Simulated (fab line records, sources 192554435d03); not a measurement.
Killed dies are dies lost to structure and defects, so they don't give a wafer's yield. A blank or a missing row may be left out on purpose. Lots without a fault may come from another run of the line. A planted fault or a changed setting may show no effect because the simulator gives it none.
Chamber matching | flow n5_finfet | N5_BEOL_M12_ILD_DEP_00 on pecvd-03: 3 sister chambers
The step deposits SiOC from DEMS/O2, target thk 658.92 nm, time 130.7 s. 3 wafers are shown with their chamber, then 7 later ones without.

WAFERS WITH THEIR CHAMBER
wafer  | chamber | throttle_valve_pct (%)
L089.3 | 0       | 12.8
L088.1 | 1       | 12.4
L088.5 | 2       | 12.0

WAFERS WITHOUT THEIR CHAMBER
wafer  | throttle_valve_pct (%)
L088.6 | 12.3
L091.2 | 12.1
L091.5 | 12.2
L091.6 | 11.9
L092.1 | 12.0
L092.2 | 13.1
L092.4 | 13.0

WHICH CHAMBER EACH WENT THROUGH
wafer  | from the rows above     | in truth
L088.6 | can't be placed: 1 or 2 | 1
L091.2 | can't be placed: 2 or 1 | 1
L091.5 | can't be placed: 2 or 1 | 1
L091.6 | 2                       | 2
L092.1 | 2                       | 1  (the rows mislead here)
L092.2 | 0                       | 0
L092.4 | 0                       | 0
Placed correctly: 3 of 7. Can't be placed from these rows: 3 (the true chamber is among the candidates in 3). Placed wrongly: 1.
How it was worked out, from the rows above alone: a wafer's distance from a chamber is the root of the sum, over the readings, of the square of ((its reading less the chamber's mean) divided by the reading's scatter). The wafer belongs to the nearest chamber; if the next one is less than 2 further off, it can't be placed. A chamber's mean is the mean of its shown wafers. The scatter: with one shown wafer a chamber, the root of the mean of the squares of how far each hidden wafer lies from its nearest shown one.
